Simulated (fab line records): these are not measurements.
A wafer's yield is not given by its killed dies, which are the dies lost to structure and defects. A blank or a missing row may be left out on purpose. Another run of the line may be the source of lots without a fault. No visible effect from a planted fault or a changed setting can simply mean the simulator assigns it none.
fab line records	flow n5_finfet
[record] lots = 7	wafers = 19	last_day = 18
route steps=1938 shown BEOL_M9@1428 PASSIVATION@1936
lots with no fault: from the same line, run without faults
start_h: hours from the record's first day to the start of the lot's first wafer shown	wait_h: hours from the lot's prior step to this one	" the same as in the row above	L1.1+2: one row covering several wafers at once	- no value, or no start was given	* or withheld: withheld	< > ~ a bound
route shown NAME@n: a module of which the file shows steps, and the number in the route of the first	usual: mean/standard deviation of fault-free wafers	same: alike in all rows	chamber/n: place in a boat	sites: the reading at each site	_std_site: standard deviation of those values	_edge_site: the outer-site mean with the inner-site mean subtracted	radius_mm: how far each site lies from the wafer's centre	mask NAME#n: copy n	behind: the last tool/chamber to shape the wafer	hold: what put the lot on hold/how long, in hours/how the hold closed	device: the transistor (n, p or np) that didn't switch	end of line: tests run on the same wafers once the route is complete	for a step that has no rows: nothing shown but its recipe	killed: dies that structure and defects cost at the first sort, which is not the same as the wafer's yield	map: shows each die of a wafer: x if killed, . if not, _ if none is there
set.NAME: the run value of the setting; set.NAME@STEP: its run value at that earlier step	model.NAME: the simulator's own value behind a step, which no gauge read
lots at some steps of the route; a table a step, a row a wafer
services: when a tool's chamber went out of use (start_h, in hours from the record's first day, below 0 if earlier), for how many hours, and the reason
[[steps]]
[step N5_BEOL_M9_COAT_22]
[recipe] resist = CAR-EUV	spin_rpm = 1500	resist_thk_nm = 30
[step N5_BEOL_M9_EBR_24]
[recipe] solvent = PGMEA	ebr_width_mm = 1.5
[step N5_BEOL_M9_SOFTBAKE_23]
[recipe] temp_c = 110	time_s = 60	resist = CAR-EUV
[step N5_BEOL_M9_EXPOSE_25]
[recipe] mask_id = V8	na = 0.33	source_shape = annular	sigma_inner = 0.4	sigma_outer = 0.8	polarization = unpolarized	dose_mj = 37.25
[step N5_BEOL_M9_PEB_26]
[recipe] peb_temp_c = 100	peb_time_s = 60	resist = CAR-EUV
[step N5_BEOL_M9_DEVELOP_27]
[recipe] develop_time_s = 30	developer = TMAH	resist = CAR-EUV	rinse_liquid = surfactant_rinse	dry = air_spin	dev_temp_c = 23
[step N5_BEOL_M9_CD_MEAS_28]
[recipe] target_cd_nm = 70	landing_energy_ev = 500	detector = se_inlens	polarity = opening
[usual] cd_nm = 70.0/0.31
lot.wafer	tool	chamber	start_h	wait_h	cd_nm
L339.1	cd_sem-03	0	228.33	-	70.4
L339.2	"	0	"	"	70.0
L339.5	"	0	"	"	69.9
L341.1	cd_sem-01	0	257.55	-	70.2
L341.4	"	0	"	"	69.8
L341.6	"	0	"	"	69.8
L346.4	cd_sem-02	0	275.43	-	70.1
L346.5	"	0	"	"	69.4
L346.6	"	0	"	"	70.0
L349.2	cd_sem-03	0	279.30	-	69.7
L349.3	"	0	"	"	70.0
L349.5	"	0	"	"	70.3
L353.1	cd_sem-01	0	327.49	-	70.2
L353.2	"	0	"	"	69.6
L353.6	"	0	"	"	69.8
L358.1	cd_sem-01	0	328.24	-	69.6
L358.3	"	0	"	"	69.5
L361.3	cd_sem-03	0	361.14	-	69.8
L361.6	"	0	"	"	70.3
[step N5_BEOL_M9_OVL_MEAS_29]
[recipe] points_per_wafer = 522
[usual] V8_OVL = 0.2/0.67
lot.wafer	tool	chamber	start_h	wait_h	V8_OVL[nm]
L339.1	overlay-01	0	228.36	0.0	-0.1
L339.2	"	0	"	"	0.1
L339.5	"	0	"	"	-0.4
L341.1	overlay-02	0	257.58	0.0	-0.3
L341.4	"	0	"	"	-0.8
L341.6	"	0	"	"	-0.5
L346.4	overlay-01	0	275.47	0.0	-0.3
L346.5	"	0	"	"	-0.4
L346.6	"	0	"	"	0.2
L349.2	overlay-02	0	279.34	0.0	0.6
L349.3	"	0	"	"	-0.3
L349.5	"	0	"	"	0.8
L353.1	overlay-01	0	327.56	0.1	0.6
L353.2	"	0	"	"	-0.6
L353.6	"	0	"	"	0.1
L358.1	overlay-01	0	328.34	0.1	0.5
L358.3	"	0	"	"	-0.3
L361.3	overlay-01	0	361.18	0.0	1.2
L361.6	"	0	"	"	0.1
[step N5_BEOL_M9_INSPECT_30]
[recipe] mode = adi	inspect_instrument = brightfield
[usual] raw_defect_count = 380/85
lot.wafer	tool	chamber	start_h	wait_h	raw_defect_count
L339.1	defect_inspect-01	-	228.42	0.1	339
L339.2	"	-	"	"	347
L339.5	"	-	"	"	483
L341.1	defect_inspect-01	-	257.64	0.1	433
L341.4	"	-	"	"	371
L341.6	"	-	"	"	430
L346.4	defect_inspect-02	-	275.51	0.0	366
L346.5	"	-	"	"	331
L346.6	"	-	"	"	499
L349.2	defect_inspect-01	-	279.39	0.0	360
L349.3	"	-	"	"	442
L349.5	"	-	"	"	312
L353.1	defect_inspect-01	-	327.62	0.1	305
L353.2	"	-	"	"	413
L353.6	"	-	"	"	265
L358.1	defect_inspect-01	-	328.40	0.1	392
L358.3	"	-	"	"	351
L361.3	defect_inspect-01	-	361.23	0.0	339
L361.6	"	-	"	"	353
[step N5_BEOL_M9_DESCUM_33]
[recipe] chemistry = O2	time_s = 7	source_power_w = 50	bias_power_w = 20	pressure_mtorr = 20	rf_frequency_hz = 2.712e+07	temp_c = 40	resist = CAR-EUV	o2_flow_sccm = 225
[usual] drypump_motor_current_A = 5.7/0.33	oes_product_au = 0.77/0.07	rf_vpp_V = 243.1/1.5	showerhead_plenum_p_Torr = 2.09/0.075	throttle_valve_pct = 20.46/0.23
lot.wafer	tool	chamber	start_h	wait_h	drypump_motor_current_A	oes_product_au	rf_hours_counter_h	rf_vpp_V	showerhead_plenum_p_Torr	throttle_valve_pct
L339.1	rie_diel-03	0	228.68	0.3	5.7	0.84	57	244.8	2.20	20.60
L339.2	"	1	"	"	5.4	0.80	118	243.0	2.09	20.15
L339.5	"	2	"	"	5.7	0.75	-	245.3	2.16	20.68
L341.1	rie_diel-03	1	257.68	0.0	5.3	0.80	128	243.1	2.09	20.19
L341.4	"	0	"	"	5.7	0.83	67	245.2	2.19	20.62
L341.6	"	2	"	"	5.6	0.74	-	244.8	2.16	20.68
L346.4	rie_diel-01	2	275.55	0.0	6.3	0.71	204	245.4	2.17	20.53
L346.5	"	3	"	"	5.7	0.75	-	242.3	1.98	20.49
L346.6	"	0	"	"	5.8	0.80	-	243.4	2.14	20.31
L349.2	rie_diel-04	0	279.42	0.0	5.8	0.78	134	243.6	2.12	20.70
L349.3	"	3	"	"	5.0	0.75	150	243.8	2.08	19.97
L349.5	"	2	"	"	6.0	0.69	-	239.5	1.97	20.51
L353.1	rie_diel-04	1	327.84	0.2	5.7	0.82	110	242.2	2.05	20.45
L353.2	"	2	"	"	6.0	0.99	1	245.3	2.23	20.20
L353.6	"	0	"	"	5.8	0.76	-	243.0	2.12	20.71
L358.1	rie_diel-04	3	328.44	0.0	5.0	0.75	170	242.4	2.08	20.04
L358.3	"	0	"	"	5.8	0.76	151	242.5	2.12	20.71
L361.3	rie_diel-04	0	361.26	0.0	5.8	0.75	158	242.3	2.12	20.73
L361.6	"	2	"	"	6.0	0.94	-	244.9	2.23	20.22
[step N5_BEOL_M9_ETCH_76]
[recipe] chemistry = N2/H2	target = underlayer	target_depth_a = 65	mask_material = CAR-EUV	time_s = 5.2	ion_energy_ev = 200	pressure_mtorr = 30	source_w = 840	bias_w = 150	n2_flow_sccm = 200	h2_flow_sccm = 200	ends = cleared
[usual] bias_w = 150.0/0.48	drypump_motor_current_A = 5.7/0.33	etch_rf_on_time_s = 5.15/0.16	n2_flow_sccm = 200.1/0.57	oes_product_au = 0.66/0.059	rf_vpp_V = 523.7/2.8	showerhead_plenum_p_Torr = 2.54/0.091	throttle_valve_pct = 17.87/0.25
lot.wafer	tool	chamber	start_h	wait_h	bias_w	drypump_motor_current_A	etch_rf_on_time_s	n2_flow_sccm	oes_product_au	rf_hours_counter_h	rf_vpp_V	showerhead_plenum_p_Torr	throttle_valve_pct
L339.1	rie_diel-03	0	228.71	0.0	150.1	5.7	5.24	200.4	0.72	57	525.1	2.69	18.04
L339.2	"	1	"	"	149.7	5.4	5.19	200.2	0.68	118	525.3	2.54	17.57
L339.5	"	2	"	"	149.5	5.7	5.04	200.9	0.66	-	524.9	2.63	18.06
L341.1	rie_diel-03	1	257.71	0.0	149.7	5.3	5.15	200.3	0.67	128	525.3	2.54	17.60
L341.4	"	0	"	"	149.5	5.7	5.13	200.9	0.72	67	525.5	2.68	18.05
L341.6	"	2	"	"	149.5	5.7	5.02	200.9	0.65	-	526.2	2.63	18.09
L346.4	rie_diel-01	2	275.58	0.0	150.4	6.3	4.95	200.5	0.63	204	527.5	2.62	17.90
L346.5	"	3	"	"	150.3	5.7	5.34	200.1	0.62	-	520.6	2.43	18.03
L346.6	"	0	"	"	149.8	5.8	5.38	200.7	0.69	-	523.3	2.58	17.65
L349.2	rie_diel-04	0	279.46	0.0	149.5	5.7	5.28	200.0	0.65	134	524.2	2.53	17.73
L349.3	"	3	"	"	150.7	5.0	5.29	198.4	0.64	150	524.7	2.55	17.56
L349.5	"	2	"	"	149.8	6.1	5.31	199.7	0.58	-	517.6	2.41	18.14
L353.1	rie_diel-04	1	327.87	0.0	150.0	5.7	4.93	199.8	0.72	110	522.5	2.44	17.57
L353.2	"	2	"	"	150.0	6.0	5.12	199.9	0.83	1	527.7	2.73	17.74
L353.6	"	0	"	"	150.4	5.7	5.21	199.0	0.64	-	524.6	2.52	17.77
L358.1	rie_diel-04	3	328.47	0.0	148.8	5.0	5.23	199.9	0.62	170	521.5	2.54	17.58
L358.3	"	0	"	"	150.0	5.7	5.24	200.3	0.64	151	523.5	2.52	17.74
L361.3	rie_diel-04	0	361.30	0.0	149.2	5.7	5.18	200.4	0.63	158	521.3	2.52	17.74
L361.6	"	2	"	"	149.6	6.0	5.20	200.4	0.80	-	529.8	2.73	17.75
[step N5_BEOL_M9_ETCH_65]
[recipe] chemistry = CF4	target = SiARC	target_depth_a = 156	mask_material = CAR-EUV	time_s = 26	ion_energy_ev = 80	pressure_mtorr = 40	source_w = 545	bias_w = 36	Ar_flow_sccm = 100	cf4_flow_sccm = 100	ends = cleared
[usual] bias_w = 35.99/0.11	drypump_motor_current_A = 5.7/0.33	etch_rf_on_time_s = 25.9/0.8	oes_product_au = 0.66/0.06	rf_vpp_V = 184.1/1.3	showerhead_plenum_p_Torr = 2.14/0.074	throttle_valve_pct = 15.66/0.21
lot.wafer	tool	chamber	start_h	wait_h	bias_w	drypump_motor_current_A	etch_rf_on_time_s	oes_product_au	rf_hours_counter_h	rf_vpp_V	showerhead_plenum_p_Torr	throttle_valve_pct
L339.1	rie_diel-03	0	228.73	0.0	36.05	5.7	26.2	0.72	57	185.3	2.25	15.75
L339.2	"	1	"	"	36.00	5.3	26.4	0.67	118	184.1	2.16	15.45
L339.5	"	2	"	"	36.14	5.7	25.3	0.65	-	184.7	2.23	15.96
L341.1	rie_diel-03	1	257.73	0.0	36.15	5.3	26.2	0.67	128	183.4	2.15	15.47
L341.4	"	0	"	"	36.06	5.7	26.3	0.71	67	186.6	2.25	15.76
L341.6	"	2	"	"	36.02	5.6	25.6	0.64	-	185.0	2.22	15.99
L346.4	rie_diel-01	2	275.60	0.0	36.06	6.4	25.0	0.62	204	185.2	2.22	15.74
L346.5	"	3	"	"	35.90	5.7	26.8	0.63	-	184.0	2.06	15.84
L346.6	"	0	"	"	35.72	5.8	27.6	0.68	-	184.8	2.18	15.45
L349.2	rie_diel-04	0	279.48	0.0	35.92	5.7	26.0	0.65	134	184.3	2.14	15.68
L349.3	"	3	"	"	36.10	5.0	26.4	0.64	150	185.2	2.14	15.37
L349.5	"	2	"	"	36.02	6.1	25.9	0.58	-	182.9	2.03	15.84
L353.1	rie_diel-04	1	327.89	0.0	36.09	5.7	25.1	0.70	110	183.8	2.07	15.44
L353.2	"	2	"	"	35.91	6.0	25.6	0.85	1	186.0	2.28	15.39
L353.6	"	0	"	"	35.89	5.7	25.9	0.65	-	185.1	2.14	15.70
L358.1	rie_diel-04	3	328.49	0.0	36.01	5.0	26.0	0.64	170	183.9	2.13	15.40
L358.3	"	0	"	"	35.93	5.7	25.4	0.65	151	183.9	2.14	15.70
L361.3	rie_diel-04	0	361.32	0.0	35.85	5.7	25.5	0.65	158	183.8	2.14	15.74
L361.6	"	2	"	"	35.96	5.9	25.6	0.80	-	187.5	2.28	15.40
[step N5_BEOL_M9_ETCH_66]
[recipe] chemistry = N2/H2	target = SOC	target_depth_a = 800	overetch_a = 160	mask_material = SiARC	temp_c = 40	time_s = 120	ion_energy_ev = 200	pressure_mtorr = 30	source_w = 840	bias_w = 150	n2_flow_sccm = 200	h2_flow_sccm = 200
[usual] bias_w = 150.0/0.48	drypump_motor_current_A = 5.7/0.32	n2_flow_sccm = 200.0/0.61	oes_product_au = 0.59/0.052	rf_vpp_V = 523.7/2.7	showerhead_plenum_p_Torr = 2.54/0.091	throttle_valve_pct = 17.83/0.25
lot.wafer	tool	chamber	start_h	wait_h	bias_w	drypump_motor_current_A	n2_flow_sccm	oes_product_au	rf_hours_counter_h	rf_vpp_V	showerhead_plenum_p_Torr	throttle_valve_pct	model.SiARC_of_BEOL_M9_COAT_64.thk_nm
L339.1	rie_diel-03	0	228.76	0.0	150.2	5.8	198.5	0.66	57	528.3	2.69	18.00	6.2
L339.2	"	1	"	"	150.1	5.4	199.1	0.61	118	523.7	2.54	17.55	6.4
L339.5	"	2	"	"	150.6	5.7	200.1	0.58	-	527.2	2.63	18.04	6
L341.1	rie_diel-03	1	257.76	0.0	149.8	5.3	199.2	0.60	128	524.4	2.54	17.55	6.4
L341.4	"	0	"	"	149.9	5.8	200.3	0.64	67	527.5	2.68	18.02	6.2
L341.6	"	2	"	"	150.7	5.7	200.3	0.57	-	525.9	2.63	18.04	6
L346.4	rie_diel-01	2	275.63	0.0	149.6	6.3	200.1	0.53	204	525.8	2.62	17.85	6.2
L346.5	"	3	"	"	149.9	5.7	199.7	0.57	-	520.9	2.43	17.99	6.6
L346.6	"	0	"	"	149.8	5.8	201.2	0.63	-	524.1	2.58	17.61	6.4
L349.2	rie_diel-04	0	279.50	0.0	149.5	5.7	199.3	0.59	134	523.1	2.53	17.69	6.8
L349.3	"	3	"	"	150.6	5.1	199.7	0.58	150	524.7	2.55	17.53	6.2
L349.5	"	2	"	"	149.7	6.0	199.5	0.52	-	519.6	2.41	18.08	6.6
L353.1	rie_diel-04	1	327.92	0.0	149.6	5.7	200.2	0.62	110	521.4	2.44	17.53	3.8
L353.2	"	2	"	"	150.4	6.0	200.7	0.75	1	528.1	2.73	17.70	6.4
L353.6	"	0	"	"	150.3	5.7	200.0	0.57	-	524.5	2.52	17.71	6.8
L358.1	rie_diel-04	3	328.52	0.0	149.6	5.0	200.3	0.57	170	522.9	2.54	17.55	4.4
L358.3	"	0	"	"	150.2	5.8	200.9	0.58	151	523.8	2.52	17.72	5
L361.3	rie_diel-04	0	361.34	0.0	149.7	5.7	199.8	0.57	158	523.7	2.51	17.72	4.8
L361.6	"	2	"	"	150.2	6.1	198.5	0.71	-	529.5	2.73	17.71	6.4
[step N5_BEOL_M9_STRIP_69]
[recipe] chemistry = N2/H2	temp_c = 40	n2_flow_sccm = 200	h2_flow_sccm = 200	rf_frequency_hz = 6e+07
[step N5_PASSIVATION_PROBE_49]
[usual] defect_limited_yield = 91.6/1.4	killed_at_M0_to_M3 = 32/9.5	killed_at_M4_up = 13/6	killed_at_contacts = 12/5.6	killed_at_front_end = 39/11	killed_at_other = 2.8/2.3	killed_dies = 99/16	killed_open = 65/12	killed_short = 32/7.6	sort_bin_4_leakage = 0.1/0.88	sort_bin_5_function = 4.8/0.88	sort_bin_6_memory = 3.2/0.65	sort_n_pass = 1077/29	sort_yield_pct = 91.2/2.5
[same] gross_dies = 1180	killed_at_back_side = 0	sort_bin_8_speed[%] = 0
lot.wafer	tool	chamber	start_h	wait_h	defect_limited_yield[%]	killed_at_M0_to_M3	killed_at_M4_up	killed_at_contacts	killed_at_front_end	killed_at_other	killed_dies	killed_open	killed_short	sort_bin_4_leakage[%]	sort_bin_5_function[%]	sort_bin_6_memory[%]	sort_n_pass	sort_yield_pct[%]
L361.3	prober-02	-	423.03	0.1	89.9	37	9	15	52	6	119	68	49	0	5.3	4.2	1061	89.9
L361.6	prober-02	-	423.18	0.3	91.9	28	11	10	39	8	96	64	32	0	5.1	2.6	1084	91.9
// killed by level:class
L361.3 BEOL_M0_SAQP:geometric_particle:short=15 BEOL_M0_SAQP:geometric_particle:open=11 MOL_CONTACT_COAG:geometric_particle:open=10 FIN_SAQP:geometric_particle:open=9 STI_FIN_REVEAL:geometric_particle:open=9 FIN_SAQP:geometric_particle:short=8 BEOL_M2:geometric_particle:open=7 GATE_CUT:geometric_particle:short=6
L361.6 MOL_CONTACT_COAG:geometric_particle:open=8 BEOL_M4:geometric_particle:open=8 STI_FIN_REVEAL:geometric_particle:open=7 BEOL_M0_SAQP:geometric_particle:short=7 FIN_SAQP:geometric_particle:short=6 BEOL_M3:geometric_particle:open=6 DUMMY_GATE:geometric_particle:open=4 BEOL_M0:geometric_particle:open=4
[[services]]
tool	chamber	start_h	hours	kind
rie_diel-01	-	207.15	2.3	repair
rie_diel-01	-	229.78	2.5	repair
rie_diel-03	-	262.64	0.5	repair
rie_diel-04	0	289.58	7.4	repair
rie_diel-03	3	292.15	-	clean
rie_diel-03	3	292.15	-	consumable_replace:focus_ring
rie_diel-03	3	292.15	28.0	scheduled_down
rie_diel-03	3	292.15	28.0	vent_cycle
rie_diel-04	2	306.17	5.3	repair
rie_diel-04	2	311.66	-	clean
rie_diel-04	2	311.66	-	consumable_replace:focus_ring
rie_diel-04	2	311.66	-	consumable_replace:showerhead
rie_diel-04	2	311.66	12.8	scheduled_down
rie_diel-04	2	311.66	12.8	vent_cycle
rie_diel-03	2	342.53	6.8	repair
rie_diel-04	0	344.79	4.5	repair
rie_diel-01	3	352.67	2.8	repair
[[key]]
first_sign none at tools or gauges
[model_effect] step = N5_BEOL_M9_ETCH_66	value = SiARC_of_BEOL_M9_COAT_64.thk_nm	without = 6.5	struck = 4.5
met_at N5_BEOL_M9_ETCH_66
struck_wafers L353.1,L358.1,L358.3,L361.3
onset_between 279.50 327.92
[fault] kind = process_parameter_drift	tool = rie_diel-04	chamber = -	onset_h = 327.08	steps = N5_BEOL_M9_ETCH_66	channel = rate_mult	offset = 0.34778	shape = step	end_h = 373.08	scope = struck_wafers_only
